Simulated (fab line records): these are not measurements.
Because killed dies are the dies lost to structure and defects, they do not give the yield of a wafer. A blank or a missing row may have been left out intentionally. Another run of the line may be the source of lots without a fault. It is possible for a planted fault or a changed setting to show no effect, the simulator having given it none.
Which tool did it?	flow n5_finfet	Sampling: 24 lots, 72 wafers, 6 of 1938 route steps

## WHAT EACH GAUGE READ, for each wafer
The record holds no reading of a measuring or inspecting step that can be judged against a usual standard deviation.

## EACH LOT AND THE TOOL THAT RAN IT (in order: tool; ch and the chambers of the sampled wafers; start)
lot	N5_BEOL_M0_ANNEAL_133	N5_BEOL_M0_SPUTTER_134	N5_BEOL_M0_ANNEAL_119	N5_BEOL_M1_ETCH_74	N5_BEOL_M1_ALD_98	N5_BEOL_M1_ANNEAL_49
L074	pvd_sputter-03, day 6 02:05	pvd_sputter-03, day 6 02:08	rtp_anneal-02 ch 0, day 6 02:26	rie_diel-03 ch 0,1, day 6 05:08	ald_sin-01 ch 0,1, day 6 06:14	pvd_sputter-03, day 6 12:05
L075	pvd_sputter-03, day 6 06:57	pvd_sputter-03, day 6 06:59	rtp_anneal-02 ch 0, day 6 07:19	rie_diel-03 ch 1,3, day 6 09:25	ald_sin-02 ch 1,3, day 6 11:15	pvd_sputter-03, day 6 14:23
L076	pvd_sputter-01, day 6 08:15	pvd_sputter-01, day 6 08:17	rtp_anneal-02 ch 0, day 6 08:39	rie_diel-02 ch 0,1,2, day 6 11:34	ald_sin-04 ch 0,2,3, day 6 12:32	pvd_sputter-03, day 6 17:41
L077	pvd_sputter-03, day 6 17:17	pvd_sputter-03, day 6 17:20	rtp_anneal-01 ch 0, day 6 17:56	rie_diel-03 ch 0,2, day 6 20:59	ald_sin-02 ch 0,1,2, day 6 21:58	pvd_sputter-03, day 7 00:47
L078	pvd_sputter-01, day 6 23:28	pvd_sputter-01, day 6 23:30	rtp_anneal-01 ch 0, day 6 23:49	rie_diel-02 ch 0,2,3, day 7 03:41	ald_sin-04 ch 0,2,3, day 7 04:47	pvd_sputter-02, day 7 06:18
L079	pvd_sputter-02, day 7 02:59	pvd_sputter-02, day 7 03:01	rtp_anneal-01 ch 0, day 7 03:25	rie_diel-01 ch 1,2,3, day 7 05:34	ald_sin-02 ch 0,2, day 7 07:05	pvd_sputter-03, day 7 14:08
L080	pvd_sputter-01, day 7 06:11	pvd_sputter-01, day 7 06:13	rtp_anneal-01 ch 0, day 7 06:35	rie_diel-02 ch 0,1,2, day 7 10:15	ald_sin-02 ch 0,1,2, day 7 11:44	pvd_sputter-03, day 7 16:04
L081	pvd_sputter-03, day 7 19:16	pvd_sputter-03, day 7 19:18	rtp_anneal-02 ch 0, day 7 20:14	rie_diel-02 ch 0,1,2, day 7 22:43	ald_sin-02 ch 1,2,3, day 8 00:04	pvd_sputter-02, day 8 04:09
L082	pvd_sputter-02, day 7 19:28	pvd_sputter-02, day 7 19:30	rtp_anneal-01 ch 0, day 7 20:19	rie_diel-01 ch 1,2,3, day 7 23:16	ald_sin-02 ch 0,2,3, day 8 00:23	pvd_sputter-03, day 8 07:50
L083	pvd_sputter-02, day 8 03:50	pvd_sputter-02, day 8 03:52	rtp_anneal-02 ch 0, day 8 04:11	rie_diel-02 ch 1,2,3, day 8 06:43	ald_sin-02 ch 1,2,3, day 8 07:43	pvd_sputter-03, day 8 12:54
L084	pvd_sputter-03, day 8 12:29	pvd_sputter-03, day 8 12:31	rtp_anneal-01 ch 0, day 8 13:06	rie_diel-01 ch 0,2,3, day 8 15:02	ald_sin-04 ch 0,2,3, day 8 17:52	pvd_sputter-03, day 8 19:34
L086	pvd_sputter-03, day 9 05:28	pvd_sputter-03, day 9 05:30	rtp_anneal-02 ch 0, day 9 06:01	rie_diel-01 ch 1,2,3, day 9 07:59	ald_sin-04 ch 0,2,3, day 9 09:21	pvd_sputter-02, day 9 13:41
L085	pvd_sputter-03, day 9 05:54	pvd_sputter-03, day 9 05:56	rtp_anneal-01 ch 0, day 9 06:21	rie_diel-02 ch 0,2,3, day 9 08:30	ald_sin-04 ch 0,3, day 9 09:28	pvd_sputter-01, day 9 14:31
L087	pvd_sputter-02, day 9 13:11	pvd_sputter-02, day 9 13:14	rtp_anneal-02 ch 0, day 9 13:35	rie_diel-02 ch 0,2,3, day 9 16:38	ald_sin-02 ch 1,2, day 9 17:40	pvd_sputter-02, day 9 23:25
L088	pvd_sputter-02, day 9 17:11	pvd_sputter-02, day 9 17:14	rtp_anneal-02 ch 0, day 9 17:38	rie_diel-02 ch 0,1,3, day 9 20:25	ald_sin-04 ch 1,2,3, day 9 21:23	pvd_sputter-03, day 10 02:42
L089	pvd_sputter-02, day 9 23:06	pvd_sputter-02, day 9 23:08	rtp_anneal-02 ch 0, day 9 23:29	rie_diel-01 ch 1,2,3, day 10 02:07	ald_sin-01 ch 0,1, day 10 03:24	pvd_sputter-03, day 10 05:08
L090	pvd_sputter-02, day 10 03:06	pvd_sputter-02, day 10 03:08	rtp_anneal-02 ch 0, day 10 03:54	rie_diel-01 ch 0,3, day 10 07:22	ald_sin-02 ch 1,3, day 10 08:51	pvd_sputter-01, day 10 10:25
L091	pvd_sputter-03, day 10 04:49	pvd_sputter-03, day 10 04:52	rtp_anneal-01 ch 0, day 10 05:16	rie_diel-02 ch 0,2,3, day 10 07:36	ald_sin-02 ch 0,2,3, day 10 09:05	pvd_sputter-02, day 10 10:45
L092	pvd_sputter-01, day 10 09:46	pvd_sputter-01, day 10 09:49	rtp_anneal-02 ch 0, day 10 10:08	rie_diel-01 ch 0,1,3, day 10 13:11	ald_sin-04 ch 0,1, day 10 14:10	pvd_sputter-02, day 10 16:07
L093	pvd_sputter-03, day 11 00:47	pvd_sputter-03, day 11 00:50	rtp_anneal-02 ch 0, day 11 01:17	rie_diel-03 ch 2,3, day 11 04:44	ald_sin-01 ch 0,2, day 11 05:55	pvd_sputter-01, day 11 09:43
L094	pvd_sputter-02, day 11 05:07	pvd_sputter-02, day 11 05:10	rtp_anneal-01 ch 0, day 11 05:32	rie_diel-01 ch 0,2, day 11 08:41	ald_sin-04 ch 0,1,3, day 11 09:58	pvd_sputter-03, day 11 12:47
L095	pvd_sputter-03, day 11 06:52	pvd_sputter-03, day 11 06:55	rtp_anneal-01 ch 0, day 11 07:14	rie_diel-01 ch 0,1, day 11 09:21	ald_sin-04 ch 1,2, day 11 10:35	pvd_sputter-02, day 11 20:50
L096	pvd_sputter-02, day 11 18:29	pvd_sputter-02, day 11 18:32	rtp_anneal-01 ch 0, day 11 18:56	rie_diel-03 ch 0,3, day 11 21:10	ald_sin-04 ch 0,3, day 11 22:16	pvd_sputter-02, day 12 00:31
L097	pvd_sputter-01, day 11 21:15	pvd_sputter-01, day 11 21:17	rtp_anneal-01 ch 0, day 11 21:43	rie_diel-03 ch 0,1,2, day 12 00:27	ald_sin-01 ch 0,2, day 12 01:41	pvd_sputter-03, day 12 04:19
- N5_BEOL_M0_ANNEAL_133: time 60 s.
- N5_BEOL_M0_SPUTTER_134: material Cu, target thk 4 nm, time 7.37 s.
- N5_BEOL_M0_ANNEAL_119: time 90 s.
- N5_BEOL_M1_ETCH_74: etches underlayer in N2/H2, target depth 6.5 nm, time 5.2 s.
- N5_BEOL_M1_ALD_98: deposits SiO2, target thk 2.5 nm, pulse time 1 s, co reactant pulse time 1 s.
- N5_BEOL_M1_ANNEAL_49: time 240 s.

## WHAT THE TOOLS THEMSELVES READ (means of the sampled wafers that have a number; where no wafer has one, the mark that the record gives instead)
N5_BEOL_M0_ANNEAL_133. Usual: heater_power_w 820 W, standard deviation 65; susceptor_temp_C_max 401.0, standard deviation 0.41.
lot	tool	heater_power_w (W)	susceptor_temp_C_max	flag
L074	pvd_sputter-03	757	401.4	
L075	pvd_sputter-03	765	401.4	
L076	pvd_sputter-01	788	400.7	
L077	pvd_sputter-03	801	401.1	
L078	pvd_sputter-01	795	400.8	
L079	pvd_sputter-02	893	400.6	
L080	pvd_sputter-01	867	400.7	
L081	pvd_sputter-03	770	401.2	
L082	pvd_sputter-02	854	400.9	
L083	pvd_sputter-02	870	401.0	
L084	pvd_sputter-03	754	401.3	
L086	pvd_sputter-03	790	400.9	
L085	pvd_sputter-03	774	401.5	
L087	pvd_sputter-02	911	400.7	
L088	pvd_sputter-02	889	401.0	
L089	pvd_sputter-02	827	400.8	
L090	pvd_sputter-02	894	400.9	
L091	pvd_sputter-03	788	400.8	
L092	pvd_sputter-01	811	400.9	
L093	pvd_sputter-03	749	401.2	
L094	pvd_sputter-02	862	401.1	
L095	pvd_sputter-03	785	401.1	
L096	pvd_sputter-02	846	400.9	
L097	pvd_sputter-01	851	400.5	

N5_BEOL_M0_SPUTTER_134. Usual: chamber_pressure_pa 0.07 Pa, standard deviation 0.00013; substrate_temp_c -20.00 C, standard deviation 0.11; throttle_valve_pct 29.8 %, standard deviation 0.94.
lot	tool	chamber_pressure_pa (Pa)	substrate_temp_c (C)	throttle_valve_pct (%)	flag
L074	pvd_sputter-03	0.07	-19.99	29.1	
L075	pvd_sputter-03	0.07	-19.92	29.1	
L076	pvd_sputter-01	0.07	-19.98	29.2	
L077	pvd_sputter-03	0.07	-19.85	29.8	
L078	pvd_sputter-01	0.07	-20.11	29.0	
L079	pvd_sputter-02	0.07	-19.93	30.0	
L080	pvd_sputter-01	0.07	-19.89	29.3	
L081	pvd_sputter-03	0.07	-20.00	29.9	
L082	pvd_sputter-02	0.07	-19.95	30.0	
L083	pvd_sputter-02	0.07	-19.92	30.2	
L084	pvd_sputter-03	0.07	-20.17	29.0	
L086	pvd_sputter-03	0.07	-20.02	30.0	
L085	pvd_sputter-03	0.07	-20.14	29.2	
L087	pvd_sputter-02	0.07	-20.00	30.4	
L088	pvd_sputter-02	0.07	-19.95	30.8	
L089	pvd_sputter-02	0.07	-19.93	29.3	
L090	pvd_sputter-02	0.07	-19.97	30.8	
L091	pvd_sputter-03	0.07	-20.03	29.9	
L092	pvd_sputter-01	0.07	-19.88	29.7	
L093	pvd_sputter-03	0.07	-19.96	29.2	
L094	pvd_sputter-02	0.07	-19.97	30.0	
L095	pvd_sputter-03	0.07	-19.91	29.7	
L096	pvd_sputter-02	0.07	-20.07	29.7	
L097	pvd_sputter-01	0.07	-20.00	29.3	

N5_BEOL_M0_ANNEAL_119. Usual: anneal_temp_c 225.01 C, standard deviation 0.17; wafer_temp_C_max 226.08, standard deviation 0.28.
lot	tool	anneal_temp_c (C)	wafer_temp_C_max	flag
L074	rtp_anneal-02	225.18	226.70	
L075	rtp_anneal-02	224.96	226.21	
L076	rtp_anneal-02	224.94	225.84	
L077	rtp_anneal-01	224.88	225.90	
L078	rtp_anneal-01	225.22	225.77	
L079	rtp_anneal-01	225.05	226.07	
L080	rtp_anneal-01	225.09	225.99	
L081	rtp_anneal-02	224.97	226.27	
L082	rtp_anneal-01	224.92	226.16	
L083	rtp_anneal-02	224.77	226.32	
L084	rtp_anneal-01	225.09	225.83	
L086	rtp_anneal-02	225.08	226.32	
L085	rtp_anneal-01	224.98	226.02	
L087	rtp_anneal-02	225.00	226.28	
L088	rtp_anneal-02	224.85	225.91	
L089	rtp_anneal-02	224.93	226.22	
L090	rtp_anneal-02	225.00	226.10	
L091	rtp_anneal-01	224.99	225.83	
L092	rtp_anneal-02	225.11	226.21	
L093	rtp_anneal-02	225.30	226.15	
L094	rtp_anneal-01	225.07	226.04	
L095	rtp_anneal-01	224.90	225.97	
L096	rtp_anneal-01	224.90	225.82	
L097	rtp_anneal-01	224.88	225.87	

N5_BEOL_M1_ETCH_74. Usual: for chamber_pressure_mTorr, 30.00 mTorr with a standard deviation of 0.042; for drypump_motor_current_A, 5.9 A with a standard deviation of 0.47; for etch_rf_on_time_s, 5.22 s with a standard deviation of 0.11; for oes_product_au, 0.66 a.u. with a standard deviation of 0.071; for rf_vpp_V, 525.2 V with a standard deviation of 2.3; for showerhead_plenum_p_Torr, 2.59 Torr with a standard deviation of 0.067; for throttle_valve_pct, 17.81 % with a standard deviation of 0.22.
lot	tool	chamber_pressure_mTorr (mTorr)	drypump_motor_current_A (A)	etch_rf_on_time_s (s)	oes_product_au (a.u.)	rf_vpp_V (V)	showerhead_plenum_p_Torr (Torr)	throttle_valve_pct (%)	flag
L074	rie_diel-03	29.98	6.5	5.33	0.65	524.9	2.60	17.95	
L075	rie_diel-03	29.98	6.0	5.34	0.63	527.5	2.65	17.95	
L076	rie_diel-02	30.00	5.8	5.20	0.63	524.0	2.57	17.88	
L077	rie_diel-03	30.01	6.1	5.30	0.70	524.2	2.55	17.85	
L078	rie_diel-02	30.03	5.7	5.21	0.61	523.2	2.52	17.98	
L079	rie_diel-01	29.98	6.0	5.26	0.66	525.8	2.62	17.66	
L080	rie_diel-02	30.00	5.8	5.27	0.62	524.1	2.56	17.88	
L081	rie_diel-02	30.02	5.8	5.26	0.61	523.0	2.56	17.90	
L082	rie_diel-01	30.00	6.0	5.20	0.66	525.7	2.61	17.68	
L083	rie_diel-02	30.03	6.0	5.21	0.70	524.5	2.60	17.76	
L084	rie_diel-01	30.07	5.9	5.16	0.68	525.1	2.58	17.75	
L086	rie_diel-01	29.98	6.0	5.20	0.65	525.6	2.61	17.68	
L085	rie_diel-02	30.02	5.8	5.22	0.67	525.6	2.62	17.87	
L087	rie_diel-02	30.01	5.7	5.22	0.67	525.9	2.62	17.88	
L088	rie_diel-02	29.99	5.5	5.13	0.68	526.1	2.62	17.67	
L089	rie_diel-01	30.05	6.0	5.20	0.65	526.3	2.61	17.70	
L090	rie_diel-01	30.02	6.0	5.02	0.72	523.5	2.56	17.82	
L091	rie_diel-02	29.97	5.7	5.25	0.66	525.9	2.62	17.89	
L092	rie_diel-01	29.97	6.0	5.16	0.71	525.3	2.59	17.74	
L093	rie_diel-03	30.00	5.3	5.26	0.69	523.9	2.54	17.76	
L094	rie_diel-01	30.00	5.7	5.20	0.65	524.5	2.61	17.69	
L095	rie_diel-01	29.99	5.9	5.15	0.72	527.3	2.64	17.68	
L096	rie_diel-03	30.02	6.4	5.33	0.62	524.6	2.58	18.09	
L097	rie_diel-03	29.99	5.9	5.24	0.64	523.8	2.55	17.86	

N5_BEOL_M1_ALD_98. Usual: heater_power_w 80 W, standard deviation 7.3; precursor_pulse_height_rel 1.002, standard deviation 0.019.
lot	tool	heater_power_w (W)	precursor_pulse_height_rel	flag
L074	ald_sin-01	82	1.003	
L075	ald_sin-02	78	1.016	
L076	ald_sin-04	79	0.999	
L077	ald_sin-02	85	0.993	
L078	ald_sin-04	79	0.977	
L079	ald_sin-02	87	0.997	
L080	ald_sin-02	86	1.018	
L081	ald_sin-02	78	0.981	
L082	ald_sin-02	84	0.985	
L083	ald_sin-02	79	1.011	
L084	ald_sin-04	79	0.990	
L086	ald_sin-04	80	1.003	
L085	ald_sin-04	81	1.001	
L087	ald_sin-02	80	1.020	
L088	ald_sin-04	74	1.011	
L089	ald_sin-01	81	0.982	
L090	ald_sin-02	79	1.005	
L091	ald_sin-02	85	0.983	
L092	ald_sin-04	81	0.985	
L093	ald_sin-01	76	1.011	
L094	ald_sin-04	76	1.013	
L095	ald_sin-04	71	1.006	
L096	ald_sin-04	80	1.000	
L097	ald_sin-01	75	1.001	

N5_BEOL_M1_ANNEAL_49. Usual: heater_power_w 811 W, standard deviation 66; susceptor_temp_C_max 401.0, standard deviation 0.41.
lot	tool	heater_power_w (W)	susceptor_temp_C_max	flag
L074	pvd_sputter-03	739	401.3	
L075	pvd_sputter-03	813	401.0	
L076	pvd_sputter-03	764	401.3	
L077	pvd_sputter-03	771	401.8	
L078	pvd_sputter-02	854	400.8	
L079	pvd_sputter-03	762	401.2	
L080	pvd_sputter-03	785	401.3	
L081	pvd_sputter-02	863	400.7	
L082	pvd_sputter-03	766	401.0	
L083	pvd_sputter-03	812	401.1	
L084	pvd_sputter-03	795	401.0	
L086	pvd_sputter-02	884	400.8	
L085	pvd_sputter-01	773	401.3	
L087	pvd_sputter-02	826	400.9	
L088	pvd_sputter-03	770	401.3	
L089	pvd_sputter-03	754	400.9	
L090	pvd_sputter-01	889	400.6	
L091	pvd_sputter-02	837	401.0	
L092	pvd_sputter-02	898	400.7	
L093	pvd_sputter-01	801	401.1	
L094	pvd_sputter-03	765	401.2	
L095	pvd_sputter-02	850	401.0	
L096	pvd_sputter-02	866	400.8	
L097	pvd_sputter-03	809	400.8	

## THE ANSWER, worked out from the rows above alone
Rule: a lot is off if the mean of its wafers that have a number lies more than 3 standard deviations from the usual mean. A lot without any number at a reading at which 4 lots or more have one is off too. All remaining lots with rows at the step are treated as sound. Order of review: gauges by route order, followed by the tools' own readings, for which a lot's mean as printed above is used. At the first step where some lot is off, the reading lying furthest off is the one used; lots without a number count as furthest.
Across all readings shown, no lot is off: no conclusion can be drawn from this.

## WHAT THE SIMULATOR HAD INSERTED
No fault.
